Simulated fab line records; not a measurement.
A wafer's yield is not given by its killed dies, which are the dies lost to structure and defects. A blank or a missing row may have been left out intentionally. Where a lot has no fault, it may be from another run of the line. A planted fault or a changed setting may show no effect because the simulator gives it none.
fab line records    flow n5Finfet    part 2 of 2: steps 25 to 30 of 30
record lots=5  wafers=15  lastDay=19
route steps=1938 shown ILD0@337 SDB@347
lots that met no fault: from a run of the same line without faults
startH: hours from the record's opening day to when the first of the lot's shown wafers began    waitH: hours elapsed since this lot's preceding step    " repeats the value in the row above    L1.1+2: a single row standing in for several wafers    - no value, or no start was given    * or withheld: withheld    < > ~ a bound
route shown NAME@n: NAME is a module with steps in the file, n the number in the route of the first one    usual: mean and standard deviation over wafers with no fault    same: alike in all rows    chamber/n: place in a boat    sites: per-site readings    _std_site: standard deviation across them    _edge_site: inner sites' mean taken away from outer sites' mean    radiusMm: how far each site lies from the wafer's centre    mask NAME#n: copy n    behind: tool/chamber where the wafer was last shaped    hold: why the lot went on hold/how many hours it stayed there/how the hold came to an end    device: whichever transistor did not switch (one of n, p or np)    end of line: the route-end tests of the same wafers    a step with no rows: only its recipe    killed: dies that structure and defects cost at the first sort, which is not the same as the wafer's yield    map: dies across one wafer; x = killed, . = not, _ = none there
set.NAME: the run value of the setting; set.NAME@STEP: its run value at that earlier step    model.NAME: the simulator's own value behind a step, which no gauge read
lots at some steps of the route; a table a step, a row a wafer
services: the hour from which a tool's chamber was out of use, counted from the record's first day as startH (under 0 if before that day), plus the number of hours and why
## steps
# step N5_SDB_ETCH_18
# recipe chemistry=N2/H2  target=SOC  targetDepthA=1000  overetchA=200  maskMaterial=SiARC  tempC=40  timeS=150  ionEnergyEv=200  pressureMtorr=30  sourceW=840  biasW=150  n2FlowSccm=200  h2FlowSccm=200
# usual biasW=150.0/0.45  drypumpMotorCurrentA=5.9/0.48  oesProductAu=0.71/0.077  rfFwdPowerW=837/3  rfVppV=524.3/2.4  showerheadPlenumPTorr=2.56/0.084  throttleValvePct=17.93/0.29
lot.wafer  tool        chamber  startH  waitH  biasW  drypumpMotorCurrentA  oesProductAu  rfFwdPowerW  rfHoursCounterH  rfVppV  showerheadPlenumPTorr  throttleValvePct
L080.2     rieDiel-05  3        105.04  0.0    150.0  6.6                   0.63          840          215              526.7   2.62                   17.85
L080.4     "           1        "       "      150.7  5.8                   0.62          835          248              521.5   2.51                   18.36
L080.6     "           1        "       "      150.9  5.8                   0.62          837          -                522.8   2.51                   18.38
L085.3     rieDiel-05  1        134.05  0.0    150.0  5.8                   0.84          838          2                522.4   2.51                   17.97
L085.5     "           1        "       "      149.8  5.8                   0.85          836          -                523.0   2.51                   17.98
L085.6     "           2        "       "      150.2  5.2                   0.74          834          -                528.5   2.69                   17.76
L091.2     rieDiel-05  1        168.76  0.0    150.3  5.8                   0.80          839          15               521.7   2.50                   17.99
L091.3     "           3        "       "      149.9  6.6                   0.61          836          239              524.5   2.61                   17.88
L091.5     "           1        "       "      150.3  5.7                   0.80          838          -                523.9   2.50                   18.02
L095.2     rieDiel-05  1        190.85  0.0    150.6  5.8                   0.79          834          23               522.3   2.50                   18.00
L095.3     "           0        "       "      149.5  6.5                   0.64          835          200              525.9   2.54                   18.44
L095.6     "           2        "       "      150.3  5.1                   0.73          840          -                528.2   2.68                   17.80
L097.1     rieDiel-05  2        203.75  0.0    149.6  5.1                   0.71          836          98               527.7   2.68                   17.81
L097.4     "           0        "       "      150.1  6.5                   0.63          837          -                522.9   2.54                   18.46
L097.5     "           1        "       "      150.1  5.8                   0.78          833          -                522.9   2.50                   18.00
# step N5_SDB_STRIP_19
# recipe chemistry=N2/H2  tempC=40  n2FlowSccm=200  h2FlowSccm=200  rfFrequencyHz=6e+07
lot.wafer   tool        chamber  startH  waitH
L080.2+4+6  rieDiel-05  3,1,1    105.17  0.1
L085.3+5+6  rieDiel-05  1,1,2    134.18  0.1
L091.2+3+5  rieDiel-05  1,3,1    168.89  0.1
L095.2+3+6  rieDiel-05  1,0,2    190.98  0.1
L097.1+4+5  rieDiel-05  2,0,1    203.88  0.1
# step N5_SDB_STRIP_21
# recipe chemistry=CF4  resist=SiARC  powerW=300  biasPowerW=75  pressureMtorr=50  cf4FlowSccm=150  rfFrequencyHz=6e+07
# usual drypumpMotorCurrentA=5.9/0.48  oesProductAu=0.78/0.086  rfFwdPowerW=292.8/1.2  rfVppV=271.4/1.5  showerheadPlenumPTorr=1.80/0.061  throttleValvePct=13.60/0.23
lot.wafer  tool        chamber  startH  waitH  drypumpMotorCurrentA  oesProductAu  rfFwdPowerW  rfHoursCounterH  rfVppV  showerheadPlenumPTorr  throttleValvePct
L080.2     rieDiel-05  3        105.18  0.0    6.6                   0.69          293.2        215              272.6   1.84                   13.64
L080.4     "           1        "       "      5.8                   0.69          292.2        248              270.5   1.77                   14.02
L080.6     "           1        "       "      5.8                   0.69          291.7        -                270.1   1.77                   14.03
L085.3     rieDiel-05  1        134.19  0.0    5.8                   0.94          292.9        2                270.0   1.77                   13.47
L085.5     "           1        "       "      5.8                   0.94          291.5        -                270.8   1.77                   13.48
L085.6     "           2        "       "      5.2                   0.82          290.6        -                272.7   1.89                   13.49
L091.2     rieDiel-05  1        168.90  0.0    5.8                   0.89          292.6        16               270.5   1.77                   13.50
L091.3     "           3        "       "      6.6                   0.67          294.5        239              273.3   1.84                   13.70
L091.5     "           1        "       "      5.8                   0.89          292.7        -                269.6   1.77                   13.50
L095.2     rieDiel-05  1        190.99  0.0    5.8                   0.87          291.5        23               269.7   1.76                   13.52
L095.3     "           0        "       "      6.5                   0.71          291.7        200              271.6   1.77                   13.85
L095.6     "           2        "       "      5.1                   0.80          294.8        -                272.7   1.89                   13.52
L097.1     rieDiel-05  2        203.89  0.0    5.1                   0.79          292.8        98               271.8   1.89                   13.54
L097.4     "           0        "       "      6.5                   0.70          292.7        -                271.6   1.77                   13.87
L097.5     "           1        "       "      5.7                   0.86          291.4        -                269.7   1.76                   13.55
# step N5_SDB_HM_OPEN_20
# recipe chemistry=CH3F/O2  target=SiNx  maskMaterial=SOC  targetDepthA=240  stopOn=poly-Si  overEtchFrac=0.4  ionEnergyEv=120  pressureMtorr=30  sourceW=395  biasW=73  Ar_flow_sccm=150  CH3F_flow_sccm=30  O2_flow_sccm=20
# usual biasW=73.01/0.23  drypumpMotorCurrentA=5.9/0.48  oesProductAu=0.65/0.071  rfFwdPowerW=391.9/1.4  rfVppV=299/5.1  showerheadPlenumPTorr=2.02/0.07  throttleValvePct=16.39/0.2
lot.wafer  tool        chamber  startH  waitH  biasW  drypumpMotorCurrentA  oesProductAu  rfFwdPowerW  rfHoursCounterH  rfVppV  showerheadPlenumPTorr  throttleValvePct
L080.2     rieDiel-05  3        105.20  0.0    72.91  6.6                   0.58          395.5        215              304     2.07                   16.41
L080.4     "           1        "       "      72.95  5.7                   0.58          391.4        248              291     1.97                   16.75
L080.6     "           1        "       "      73.10  5.8                   0.59          391.8        -                294     1.97                   16.76
L085.3     rieDiel-05  1        134.21  0.0    72.94  5.8                   0.76          392.4        2                291     1.97                   16.31
L085.5     "           1        "       "      73.14  5.8                   0.77          391.6        -                293     1.97                   16.32
L085.6     "           2        "       "      73.09  5.1                   0.68          390.5        -                300     2.13                   16.29
L091.2     rieDiel-05  1        168.92  0.0    73.21  5.8                   0.73          392.2        16               292     1.96                   16.31
L091.3     "           3        "       "      72.41  6.6                   0.56          394.9        239              302     2.06                   16.45
L091.5     "           1        "       "      73.12  5.8                   0.75          391.4        -                292     1.96                   16.33
L095.2     rieDiel-05  1        191.01  0.0    72.94  5.8                   0.73          392.2        23               293     1.96                   16.33
L095.3     "           0        "       "      72.99  6.4                   0.58          390.5        200              303     1.97                   16.64
L095.6     "           2        "       "      72.61  5.1                   0.68          390.0        -                299     2.12                   16.36
L097.1     rieDiel-05  2        203.91  0.0    73.21  5.1                   0.64          390.4        98               300     2.12                   16.35
L097.4     "           0        "       "      72.68  6.4                   0.57          390.6        -                304     1.97                   16.62
L097.5     "           1        "       "      73.04  5.8                   0.70          392.4        -                291     1.96                   16.35
# step N5_SDB_STRIP_22
# recipe chemistry=N2/H2  powerW=1000  tempC=250  h2Frac=0.65  overashFraction=0.3  pressureMtorr=withheld  n2FlowSccm=1750  h2FlowSccm=3250
# usual drypumpMotorCurrentA=5.9/0.44  heaterPowerW=334/11  oesProductAu=0.715/0.004  stripTimeToEndpointS=96.4/0.44
lot.wafer  tool            chamber  startH  waitH  drypumpMotorCurrentA  heaterPowerW  oesProductAu  rfHoursCounterH  stripTimeToEndpointS
L080.2     plasmaAsher-02  0        105.28  0.1    6.1                   335           0.713         45               96.5
L080.4     "               1        "       "      6.2                   332           0.720         -                97.0
L080.6     "               0        "       "      6.1                   341           0.723         -                96.9
L085.3     plasmaAsher-01  0        134.33  0.1    5.0                   350           0.714         -                96.3
L085.5     "               1        "       "      6.1                   333           0.710         -                96.3
L085.6     "               0        "       "      5.0                   345           0.721         -                96.8
L091.2     plasmaAsher-02  0        169.00  0.1    6.1                   330           0.715         57               95.9
L091.3     "               0        "       "      6.1                   328           0.716         -                96.6
L091.5     "               1        "       "      6.2                   340           0.718         -                96.2
L095.2     plasmaAsher-02  1        191.09  0.1    6.2                   330           0.711         61               95.1
L095.3     "               0        "       "      6.1                   324           0.713         -                95.9
L095.6     "               0        "       "      6.1                   326           0.709         -                96.0
L097.1     plasmaAsher-02  0        203.99  0.1    6.1                   332           0.711         63               96.4
L097.4     "               1        "       "      6.1                   335           0.718         -                96.0
L097.5     "               1        "       "      6.2                   328           0.709         -                95.8
# step N5_SDB_PRECLEAN_23
# recipe chemistry=dHF  timeS=30  tempC=25  dilution=withheld
lot.wafer   tool         chamber  startH  waitH
L080.2+4+6  wetBench-04  6,3,1    105.42  0.1
L085.3+5+6  wetBench-03  4,3,5    134.44  0.1
L091.2+3+5  wetBench-04  3,7,2    169.15  0.1
L095.2+3+6  wetBench-01  5,7,0    191.24  0.1
L097.1+4+5  wetBench-03  5,4,2    204.13  0.1
## services
tool            chamber  startH  hours  kind
pecvd-01        -        78.71   5.5    pm
arfiScanner-01  -        79.18   1.3    pm
arfiScanner-01  -        80.48   1.0    pm
arfiScanner-01  -        92.27   3.9    pm
cmp-02          -        94.68   0.8    repair
plasmaAsher-02  -        95.28   4.3    repair
cmp-01          -        104.06  4.0    pm
arfiScanner-03  -        105.55  3.9    pm
cmp-04          -        110.91  3.7    pm
pecvd-02        -        118.34  1.2    repair
cmp-02          -        129.34  4.0    pm
arfiScanner-01  -        132.29  0.8    pm
pecvd-01        2        134.20  3.6    repair
pecvd-01        -        134.50  3.3    repair
arfiScanner-01  -        144.73  1.0    pm
cmp-01          -        145.41  0.6    repair
plasmaAsher-02  -        146.22  2.8    pm
aldSin-02       1        153.56  13.7   repair
arfiScanner-03  -        157.66  1.0    pm
arfiScanner-03  -        158.66  1.3    pm
arfiScanner-03  -        160.27  17.3   pm
pecvd-01        -        164.27  14.6   pm
cmp-04          -        174.64  4.1    repair
pecvd-02        -        201.30  2.8    pm
